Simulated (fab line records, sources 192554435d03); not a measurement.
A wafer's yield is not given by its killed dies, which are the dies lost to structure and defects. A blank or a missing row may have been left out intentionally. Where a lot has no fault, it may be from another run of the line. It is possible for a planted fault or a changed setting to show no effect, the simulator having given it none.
fab line records ; flow n5_finfet ; part 1 of 2: steps 1 to 4 of 6
record: lots: 24; wafers: 72; last_day: 17
route steps=1938 shown STI_FIN_REVEAL@196 DUMMY_GATE@214 SD_EPI_N@270
lots that met no fault: from a run of the same line without faults
start_h: the number of hours between the record's first day and the start of the first shown wafer of the lot ; wait_h: how many hours have passed since the lot's step before this one ; " the same as in the row above ; L1.1+2: one row covering several wafers at once ; - no value present, or no start provided ; * or withheld: withheld ; < > ~ a bound
route shown NAME@n: NAME is a module with steps in the file, n the number in the route of the first one ; usual: mean/standard deviation of fault-free wafers ; same: alike in all rows ; chamber/n: place in a boat ; sites: per-site readings ; _std_site: the standard deviation of these ; _edge_site: outer sites' mean less inner sites' ; radius_mm: how far each site lies from the wafer's centre ; mask NAME#n: copy n ; behind: the most recent tool/chamber to have shaped the wafer ; hold: cause of the lot's hold/its duration in hours/its outcome ; device: transistor that didn't switch, given as n, p or np ; end of line: tests run on the same wafers once the route is complete ; a step without rows: its recipe alone ; killed: dies lost to structure and defects at the first sort, not the wafer's yield ; map: a wafer's dies, x killed, . not, _ none there
set.NAME: setting as actually run; set.NAME@STEP: the setting as run at that earlier step ; model.NAME: the simulator's own value behind a step, which no gauge read
steps of the route over a sample of lots; a table a step, a row a wafer
services: a tool's chamber out of use, with start hour (start_h, from the record's first day; less than 0 if before it), hours out, and reason
== steps ==
step: N5_STI_FIN_REVEAL_RECESS_09
recipe: chemistry: HF/NH3; target: SiO2; afs_cycles: 11; target_depth_a: 425; temp_c: 30; sublimation_temp_c: 180; sublimation_time_s: 60
usual: drypump_motor_current_A: 5.69/0.14
same: sublimation_time_s: 60
lot.wafer;tool;chamber;start_h;wait_h;drypump_motor_current_A
L074.1;vapor_etch-02;1;33.02;0.0;5.55
L074.3;vapor_etch-02;1;33.02;0.0;5.54
L074.5;vapor_etch-02;1;33.02;0.0;5.52
L075.3;vapor_etch-01;0;41.75;0.6;5.59
L075.5;vapor_etch-01;0;41.75;0.6;5.62
L075.6;vapor_etch-01;1;41.75;0.6;5.90
L076.1;vapor_etch-01;1;47.53;0.0;5.87
L076.4;vapor_etch-01;0;47.53;0.0;5.56
L076.5;vapor_etch-01;0;47.53;0.0;5.57
L077.1;vapor_etch-02;1;53.51;0.0;5.55
L077.4;vapor_etch-02;0;53.51;0.0;5.79
L077.6;vapor_etch-02;0;53.51;0.0;5.76
L078.1;vapor_etch-02;1;58.38;0.0;5.55
L078.2;vapor_etch-02;0;58.38;0.0;5.76
L078.3;vapor_etch-02;0;58.38;0.0;5.74
L079.2;vapor_etch-02;1;63.91;0.0;5.51
L079.3;vapor_etch-02;1;63.91;0.0;5.54
L079.5;vapor_etch-02;0;63.91;0.0;5.75
L080.1;vapor_etch-01;0;71.71;0.0;5.62
L080.2;vapor_etch-01;1;71.71;0.0;5.90
L080.6;vapor_etch-01;1;72.77;1.1;5.90
L081.2;vapor_etch-02;0;77.00;0.0;5.75
L081.4;vapor_etch-02;0;77.00;0.0;5.78
L081.5;vapor_etch-02;1;77.00;0.0;5.53
L082.3;vapor_etch-01;0;85.47;0.6;5.58
L082.4;vapor_etch-01;1;85.47;0.6;5.91
L082.5;vapor_etch-01;1;85.47;0.6;5.88
L083.1;vapor_etch-01;0;91.01;0.0;5.59
L083.3;vapor_etch-01;0;91.01;0.0;5.58
L083.5;vapor_etch-01;1;91.01;0.0;5.86
L084.1;vapor_etch-01;0;97.80;0.0;5.57
L084.3;vapor_etch-01;1;97.80;0.0;5.89
L084.5;vapor_etch-01;1;97.80;0.0;5.88
L085.2;vapor_etch-02;1;102.80;0.0;5.53
L085.4;vapor_etch-02;0;102.80;0.0;5.75
L085.5;vapor_etch-02;1;102.80;0.0;5.52
L086.2;vapor_etch-02;0;106.64;0.0;5.73
L086.4;vapor_etch-02;0;106.64;0.0;5.75
L086.6;vapor_etch-02;1;106.64;0.0;5.53
L087.2;vapor_etch-02;0;114.01;0.0;5.73
L087.3;vapor_etch-02;0;114.01;0.0;5.75
L087.4;vapor_etch-02;1;114.01;0.0;5.53
L088.3;vapor_etch-01;1;119.18;0.6;5.88
L088.4;vapor_etch-01;0;119.18;0.6;5.61
L088.5;vapor_etch-01;1;119.18;0.6;5.87
L089.1;vapor_etch-02;1;124.47;0.0;5.53
L089.3;vapor_etch-02;1;124.47;0.0;5.56
L089.4;vapor_etch-02;0;124.47;0.0;5.80
L090.1;vapor_etch-02;0;137.80;0.0;5.75
L090.2;vapor_etch-02;1;137.80;0.0;5.56
L090.3;vapor_etch-02;0;137.80;0.0;5.76
L091.1;vapor_etch-02;1;143.51;0.0;5.53
L091.2;vapor_etch-02;0;143.51;0.0;5.77
L091.5;vapor_etch-02;1;144.57;1.1;5.53
L092.1;vapor_etch-01;1;144.19;0.2;5.88
L092.4;vapor_etch-01;1;144.19;0.2;5.88
L092.5;vapor_etch-01;0;144.19;0.2;5.59
L093.1;vapor_etch-01;1;152.96;0.0;5.89
L093.2;vapor_etch-01;0;152.96;0.0;5.60
L093.5;vapor_etch-01;0;154.02;1.1;5.59
L094.2;vapor_etch-01;0;156.05;0.0;5.61
L094.3;vapor_etch-01;1;156.05;0.0;5.87
L094.5;vapor_etch-01;1;156.05;0.0;5.90
L095.2;vapor_etch-02;1;160.42;0.0;5.52
L095.4;vapor_etch-02;1;160.42;0.0;5.52
L095.6;vapor_etch-02;1;160.42;0.0;5.54
L096.1;vapor_etch-02;1;167.28;0.0;5.54
L096.2;vapor_etch-02;0;167.28;0.0;5.74
L096.6;vapor_etch-02;0;168.34;1.1;5.78
L097.1;vapor_etch-01;1;173.02;0.0;5.88
L097.2;vapor_etch-01;0;173.02;0.0;5.61
L097.4;vapor_etch-01;1;173.02;0.0;5.88
step: N5_DUMMY_GATE_ALD_02
recipe: material: SiO2; target_thk_a: 20; temp_c: 300; ald_precursor_family: BDEAS; ald_co_reactant: O2-plasma; pulse_time_s: 1; pressure_torr: 2
usual: heater_power_w: 480/38; precursor_pulse_height_rel: 1.003/0.021; susceptor_temp_C: 300.00/0.21
lot.wafer;tool;chamber;start_h;wait_h;heater_power_w;precursor_pulse_height_rel;susceptor_temp_C
L074.1;ald_sin-04;0;35.90;0.0;496;0.964;299.86
L074.3;ald_sin-04;1;35.90;0.0;424;1.003;299.79
L074.5;ald_sin-04;1;35.90;0.0;429;0.958;299.59
L075.3;ald_sin-03;2;44.11;0.0;501;0.977;299.79
L075.5;ald_sin-03;3;44.11;0.0;442;0.981;299.66
L075.6;ald_sin-03;2;44.11;0.0;493;1.022;299.72
L076.1;ald_sin-02;0;51.59;0.4;529;1.017;300.30
L076.4;ald_sin-02;2;51.59;0.4;456;1.020;300.06
L076.5;ald_sin-02;0;51.59;0.4;529;1.021;299.94
L077.1;ald_sin-02;1;56.73;0.4;486;0.979;300.17
L077.4;ald_sin-02;3;56.73;0.4;537;1.031;299.92
L077.6;ald_sin-02;3;56.73;0.4;534;0.988;300.00
L078.1;ald_sin-02;1;61.26;0.0;477;1.001;300.21
L078.2;ald_sin-02;0;61.26;0.0;540;0.971;300.40
L078.3;ald_sin-02;3;61.26;0.0;538;0.984;300.29
L079.2;ald_sin-02;3;66.79;0.0;524;1.005;300.07
L079.3;ald_sin-02;2;66.79;0.0;459;1.010;299.82
L079.5;ald_sin-02;3;66.79;0.0;527;0.986;300.35
L080.1;ald_sin-02;3;74.62;0.0;534;1.005;300.13
L080.2;ald_sin-02;2;74.62;0.0;478;0.983;300.27
L080.6;ald_sin-02;3;74.62;0.0;512;1.025;300.17
L081.2;ald_sin-02;1;79.90;0.0;468;0.981;300.04
L081.4;ald_sin-02;3;79.90;0.0;520;0.993;300.32
L081.5;ald_sin-02;1;79.90;0.0;492;1.030;300.42
L082.3;ald_sin-02;1;90.77;2.9;483;1.003;300.13
L082.4;ald_sin-02;2;90.77;2.9;469;0.974;299.73
L082.5;ald_sin-02;0;90.77;2.9;539;1.006;300.22
L083.1;ald_sin-04;1;95.04;1.2;423;1.013;299.96
L083.3;ald_sin-04;0;95.04;1.2;499;1.007;299.84
L083.5;ald_sin-04;2;95.04;1.2;489;0.981;300.07
L084.1;ald_sin-03;1;100.69;0.0;485;1.014;299.58
L084.3;ald_sin-03;0;100.69;0.0;429;0.999;300.19
L084.5;ald_sin-03;3;100.69;0.0;451;1.031;299.92
L085.2;ald_sin-02;0;105.69;0.0;531;0.997;299.87
L085.4;ald_sin-02;2;105.69;0.0;463;1.009;300.03
L085.5;ald_sin-02;2;105.69;0.0;461;1.003;299.82
L086.2;ald_sin-03;0;109.56;0.0;445;0.999;299.96
L086.4;ald_sin-03;3;109.56;0.0;442;1.020;300.04
L086.6;ald_sin-03;1;109.56;0.0;477;0.971;300.16
L087.2;ald_sin-04;2;116.90;0.0;478;0.956;299.88
L087.3;ald_sin-04;0;116.90;0.0;500;0.982;300.31
L087.4;ald_sin-04;2;116.90;0.0;472;0.980;300.36
L088.3;ald_sin-03;0;121.57;0.0;438;1.001;300.06
L088.4;ald_sin-03;1;121.57;0.0;471;0.977;300.13
L088.5;ald_sin-03;0;121.57;0.0;436;1.006;299.93
L089.1;ald_sin-02;1;127.58;0.2;481;1.030;299.90
L089.3;ald_sin-02;0;127.58;0.2;530;0.990;299.90
L089.4;ald_sin-02;3;127.58;0.2;525;1.015;299.92
L090.1;ald_sin-03;2;140.68;0.0;482;1.013;300.05
L090.2;ald_sin-03;3;140.68;0.0;434;1.001;300.18
L090.3;ald_sin-03;0;140.68;0.0;429;1.033;300.02
L091.1;ald_sin-03;2;146.46;0.1;487;1.020;299.89
L091.2;ald_sin-03;1;146.46;0.1;484;1.031;300.33
L091.5;ald_sin-03;0;146.46;0.1;449;1.007;300.17
L092.1;ald_sin-02;0;147.41;0.2;527;0.989;299.87
L092.4;ald_sin-02;1;147.41;0.2;493;0.946;300.18
L092.5;ald_sin-02;2;147.41;0.2;473;0.985;299.78
L093.1;ald_sin-03;0;155.84;0.0;443;1.030;300.06
L093.2;ald_sin-03;2;155.84;0.0;466;1.004;300.15
L093.5;ald_sin-03;2;155.84;0.0;467;0.998;300.17
L094.2;ald_sin-04;0;159.30;0.4;510;1.000;300.10
L094.3;ald_sin-04;3;159.30;0.4;393;1.042;299.64
L094.5;ald_sin-04;1;159.30;0.4;423;1.014;299.79
L095.2;ald_sin-02;1;163.30;0.0;488;0.971;299.93
L095.4;ald_sin-02;2;163.30;0.0;468;0.989;300.03
L095.6;ald_sin-02;0;163.30;0.0;528;1.008;299.74
L096.1;ald_sin-04;1;171.32;1.2;430;0.978;300.15
L096.2;ald_sin-04;3;171.32;1.2;393;1.000;299.63
L096.6;ald_sin-04;2;171.32;1.2;480;0.973;300.04
L097.1;ald_sin-02;3;178.04;1.9;532;0.959;299.89
L097.2;ald_sin-02;2;178.04;1.9;482;0.989;300.16
L097.4;ald_sin-02;0;178.04;1.9;531;0.998;300.30
step: N5_DUMMY_GATE_STRIP_40
recipe: chemistry: CF4; resist: SiARC; power_w: 300; bias_power_w: 75; pressure_mtorr: 50; cf4_flow_sccm: 150; rf_frequency_hz: 6e+07
usual: chamber_pressure_mTorr: 50.00/0.058; drypump_motor_current_A: 5.8/0.44; oes_product_au: 0.77/0.072; rf_vpp_V: 270.8/1.6; showerhead_plenum_p_Torr: 1.78/0.055; throttle_valve_pct: 13.62/0.23
lot.wafer;tool;chamber;start_h;wait_h;chamber_pressure_mTorr;drypump_motor_current_A;oes_product_au;rf_hours_counter_h;rf_vpp_V;showerhead_plenum_p_Torr;throttle_valve_pct
L074.1;rie_diel-05;0;44.86;0.1;50.00;5.6;0.71;215;273.8;1.77;13.58
L074.3;rie_diel-05;2;44.86;0.1;50.06;5.4;0.77;132;271.0;1.80;13.80
L074.5;rie_diel-05;2;44.86;0.1;49.91;5.4;0.76;-;271.2;1.80;13.81
L075.3;rie_diel-05;0;52.96;0.1;49.99;5.6;0.71;219;272.1;1.77;13.59
L075.5;rie_diel-05;0;52.96;0.1;50.02;5.6;0.71;-;271.9;1.77;13.60
L075.6;rie_diel-05;3;52.96;0.1;49.95;5.8;0.69;-;269.9;1.71;13.88
L076.1;rie_diel-06;0;61.10;0.2;50.02;5.7;0.93;6;272.2;1.83;13.15
L076.4;rie_diel-06;2;61.10;0.2;50.11;6.5;0.79;118;272.9;1.81;13.64
L076.5;rie_diel-06;0;61.10;0.2;50.08;5.7;0.93;-;272.5;1.83;13.14
L077.1;rie_diel-06;3;65.60;0.1;49.99;6.6;0.86;46;269.6;1.75;13.46
L077.4;rie_diel-06;0;65.60;0.1;50.02;5.7;0.92;7;273.0;1.83;13.14
L077.6;rie_diel-06;3;65.60;0.1;50.12;6.6;0.86;-;270.2;1.75;13.46
L078.1;rie_diel-06;0;70.25;0.1;50.12;5.7;0.92;8;270.6;1.83;13.15
L078.2;rie_diel-06;1;70.25;0.1;49.91;5.5;0.76;149;268.4;1.73;13.50
L078.3;rie_diel-06;2;70.25;0.1;50.10;6.5;0.78;120;271.7;1.81;13.64
L079.2;rie_diel-06;0;75.79;0.1;50.08;5.7;0.91;10;273.4;1.83;13.14
L079.3;rie_diel-06;2;75.79;0.1;50.02;6.5;0.79;122;270.9;1.80;13.62
L079.5;rie_diel-06;3;75.79;0.1;49.96;6.5;0.86;-;270.1;1.75;13.45
L080.1;rie_diel-02;2;84.47;0.1;50.07;5.1;0.82;60;269.5;1.75;13.40
L080.2;rie_diel-02;3;84.47;0.1;49.94;6.6;0.69;230;273.1;1.84;13.65
L080.6;rie_diel-02;0;84.47;0.1;50.03;5.1;0.69;-;268.7;1.71;14.18
L081.2;rie_diel-06;2;88.74;0.1;50.06;6.5;0.78;125;271.9;1.80;13.65
L081.4;rie_diel-06;3;88.74;0.1;49.93;6.6;0.86;53;271.0;1.75;13.48
L081.5;rie_diel-06;0;88.74;0.1;50.04;5.7;0.90;-;271.2;1.83;13.14
L082.3;rie_diel-05;1;99.68;0.1;50.09;5.9;0.77;152;272.6;1.87;13.67
L082.4;rie_diel-05;0;99.68;0.1;49.99;5.6;0.70;-;270.2;1.77;13.62
L082.5;rie_diel-05;1;99.68;0.1;49.93;5.8;0.77;-;272.8;1.87;13.67
L083.1;rie_diel-05;3;103.88;0.1;50.02;5.7;0.68;229;268.0;1.71;13.90
L083.3;rie_diel-05;0;103.88;0.1;49.91;5.6;0.70;236;270.2;1.77;13.60
L083.5;rie_diel-05;2;103.88;0.1;50.07;5.4;0.75;-;271.5;1.79;13.86
L084.1;rie_diel-06;3;110.11;0.5;49.97;6.5;0.85;59;271.6;1.75;13.49
L084.3;rie_diel-06;2;110.11;0.5;49.96;6.5;0.78;131;270.6;1.80;13.66
L084.5;rie_diel-06;2;110.11;0.5;49.97;6.5;0.78;-;272.3;1.80;13.64
L085.2;rie_diel-06;0;114.98;0.1;49.99;5.7;0.88;23;271.8;1.83;13.20
L085.4;rie_diel-06;3;114.98;0.1;49.96;6.5;0.84;61;271.3;1.75;13.48
L085.5;rie_diel-06;1;114.98;0.1;49.97;5.5;0.75;-;270.6;1.72;13.55
L086.2;rie_diel-05;0;118.42;0.1;50.05;5.6;0.70;241;271.0;1.77;13.66
L086.4;rie_diel-05;2;118.42;0.1;50.05;5.4;0.76;157;269.3;1.79;13.87
L086.6;rie_diel-05;3;118.42;0.1;49.95;5.7;0.67;-;268.4;1.71;13.92
L087.2;rie_diel-06;0;125.76;0.1;49.97;5.7;0.87;25;269.7;1.83;13.18
L087.3;rie_diel-06;3;125.76;0.1;50.06;6.5;0.84;63;268.9;1.75;13.48
L087.4;rie_diel-06;2;125.76;0.1;50.03;6.5;0.78;135;272.4;1.80;13.66
L088.3;rie_diel-06;0;130.55;0.1;50.03;5.7;0.87;27;274.5;1.83;13.20
L088.4;rie_diel-06;1;130.55;0.1;50.13;5.5;0.75;166;266.6;1.72;13.56
L088.5;rie_diel-06;0;130.55;0.1;50.09;5.7;0.88;-;272.7;1.83;13.20
L089.1;rie_diel-06;0;136.65;0.1;49.99;5.7;0.87;29;271.7;1.83;13.20
L089.3;rie_diel-06;1;136.65;0.1;49.93;5.5;0.74;167;268.2;1.72;13.55
L089.4;rie_diel-06;2;136.65;0.1;49.99;6.5;0.78;138;269.7;1.80;13.69
L090.1;rie_diel-02;2;149.70;0.2;50.05;5.1;0.80;80;269.6;1.74;13.43
L090.2;rie_diel-02;0;149.70;0.2;50.01;5.1;0.94;4;272.4;1.91;13.64
L090.3;rie_diel-02;1;149.70;0.2;50.00;5.5;0.76;149;272.8;1.87;13.66
L091.1;rie_diel-05;0;155.29;0.1;49.98;5.6;0.70;249;270.8;1.77;13.65
L091.2;rie_diel-05;3;155.29;0.1;50.08;5.7;0.66;245;267.9;1.71;13.93
L091.5;rie_diel-05;3;155.29;0.1;50.04;5.7;0.67;-;269.0;1.71;13.93
L092.1;rie_diel-05;2;157.43;0.1;49.88;5.4;0.74;170;272.0;1.79;13.88
L092.4;rie_diel-05;0;157.43;0.1;50.02;5.6;0.70;249;268.9;1.77;13.68
L092.5;rie_diel-05;0;157.43;0.1;49.94;5.6;0.69;-;268.4;1.77;13.66
L093.1;rie_diel-05;3;167.37;0.1;49.94;5.8;0.66;249;268.8;1.71;13.96
L093.2;rie_diel-05;2;167.37;0.1;50.03;5.4;0.73;174;271.1;1.78;13.91
L093.5;rie_diel-05;3;167.37;0.1;49.97;5.7;0.67;-;268.9;1.71;13.95
L094.2;rie_diel-05;2;170.45;0.1;49.91;5.4;0.73;175;270.4;1.78;13.91
L094.3;rie_diel-05;1;170.45;0.1;50.02;5.9;0.75;175;272.5;1.86;13.74
L094.5;rie_diel-05;3;170.45;0.1;50.01;5.7;0.66;-;269.0;1.71;13.95
L095.2;rie_diel-05;2;174.23;0.1;49.95;5.4;0.73;176;271.8;1.78;13.91
L095.4;rie_diel-05;2;174.23;0.1;49.97;5.4;0.73;-;271.7;1.78;13.91
L095.6;rie_diel-05;3;174.23;0.1;50.02;5.7;0.66;-;268.4;1.71;13.95
L096.1;rie_diel-06;0;182.33;0.1;49.95;5.7;0.85;43;271.4;1.82;13.23
L096.2;rie_diel-06;1;182.33;0.1;49.97;5.5;0.74;181;268.7;1.72;13.59
L096.6;rie_diel-06;2;182.33;0.1;49.92;6.5;0.76;-;272.4;1.80;13.70
L097.1;rie_diel-02;1;189.36;0.1;49.94;5.5;0.74;162;272.9;1.86;13.65
L097.2;rie_diel-02;3;189.36;0.1;50.03;6.6;0.91;10;270.8;1.83;13.18
L097.4;rie_diel-02;1;189.36;0.1;49.98;5.6;0.74;-;273.4;1.86;13.68
step: N5_SD_EPI_N_CD_MEAS_09
recipe: target_cd_nm: 120; landing_energy_ev: 500; detector: se_inlens
usual: cd_nm: 119.9/0.53
lot.wafer;tool;chamber;start_h;wait_h;cd_nm
L074.1;cd_sem-03;0;46.96;-;119.4
L074.3;cd_sem-03;0;46.96;-;119.7
L074.5;cd_sem-03;0;46.96;-;119.7
L075.3;cd_sem-03;0;54.67;-;120.2
L075.5;cd_sem-03;0;54.67;-;120.3
L075.6;cd_sem-03;0;54.67;-;120.6
L076.1;cd_sem-03;0;63.05;-;119.9
L076.4;cd_sem-03;0;63.05;-;119.9
L076.5;cd_sem-03;0;63.05;-;119.9
L077.1;cd_sem-03;0;67.44;-;119.9
L077.4;cd_sem-03;0;67.44;-;119.6
L077.6;cd_sem-03;0;67.44;-;119.7
L078.1;cd_sem-01;0;72.08;-;119.8
L078.2;cd_sem-01;0;72.08;-;120.0
L078.3;cd_sem-01;0;72.08;-;120.8
L079.2;cd_sem-03;0;77.78;-;120.6
L079.3;cd_sem-03;0;77.78;-;119.5
L079.5;cd_sem-03;0;77.78;-;120.1
L080.1;cd_sem-01;0;86.32;-;119.8
L080.2;cd_sem-01;0;86.32;-;120.2
L080.6;cd_sem-01;0;86.32;-;119.8
L081.2;cd_sem-02;0;92.31;-;120.6
L081.4;cd_sem-02;0;92.31;-;120.4
L081.5;cd_sem-02;0;92.31;-;120.4
L082.3;cd_sem-03;0;101.71;-;120.0
L082.4;cd_sem-03;0;101.71;-;119.8
L082.5;cd_sem-03;0;101.71;-;119.6
L083.1;cd_sem-01;0;105.59;-;120.5
L083.3;cd_sem-01;0;105.59;-;119.7
L083.5;cd_sem-01;0;105.59;-;119.8
L084.1;cd_sem-01;0;112.15;-;118.9
L084.3;cd_sem-01;0;112.15;-;119.6
L084.5;cd_sem-01;0;112.15;-;119.4
L085.2;cd_sem-01;0;116.91;-;119.9
L085.4;cd_sem-01;0;116.91;-;119.5
L085.5;cd_sem-01;0;116.91;-;119.5
L086.2;cd_sem-01;0;125.35;-;120.4
L086.4;cd_sem-01;0;125.35;-;120.5
L086.6;cd_sem-01;0;125.35;-;120.4
L087.2;cd_sem-03;0;128.39;-;119.7
L087.3;cd_sem-03;0;128.39;-;119.1
L087.4;cd_sem-03;0;128.39;-;119.8
L088.3;cd_sem-02;0;132.91;-;120.1
L088.4;cd_sem-02;0;132.91;-;120.2
L088.5;cd_sem-02;0;132.91;-;119.9
L089.1;cd_sem-02;0;138.61;-;119.7
L089.3;cd_sem-02;0;138.61;-;120.2
L089.4;cd_sem-02;0;138.61;-;119.9
L090.1;cd_sem-02;0;151.54;-;120.0
L090.2;cd_sem-02;0;151.54;-;120.6
L090.3;cd_sem-02;0;151.54;-;120.4
L091.1;cd_sem-03;0;157.22;-;119.0
L091.2;cd_sem-03;0;157.22;-;118.9
L091.5;cd_sem-03;0;157.22;-;119.2
L092.1;cd_sem-03;0;159.33;-;120.5
L092.4;cd_sem-03;0;159.33;-;121.3
L092.5;cd_sem-03;0;159.33;-;121.1
L093.1;cd_sem-01;0;171.66;-;118.7
L093.2;cd_sem-01;0;171.66;-;118.9
L093.5;cd_sem-01;0;171.66;-;118.6
L094.2;cd_sem-01;0;172.96;-;119.9
L094.3;cd_sem-01;0;172.96;-;120.4
L094.5;cd_sem-01;0;172.96;-;120.0
L095.2;cd_sem-01;0;177.43;-;119.1
L095.4;cd_sem-01;0;177.43;-;120.1
L095.6;cd_sem-01;0;177.43;-;119.4
L096.1;cd_sem-01;0;186.53;-;120.2
L096.2;cd_sem-01;0;186.53;-;119.8
L096.6;cd_sem-01;0;186.53;-;119.9
L097.1;cd_sem-01;0;191.80;-;120.0
L097.2;cd_sem-01;0;191.80;-;119.1
L097.4;cd_sem-01;0;191.80;-;120.0
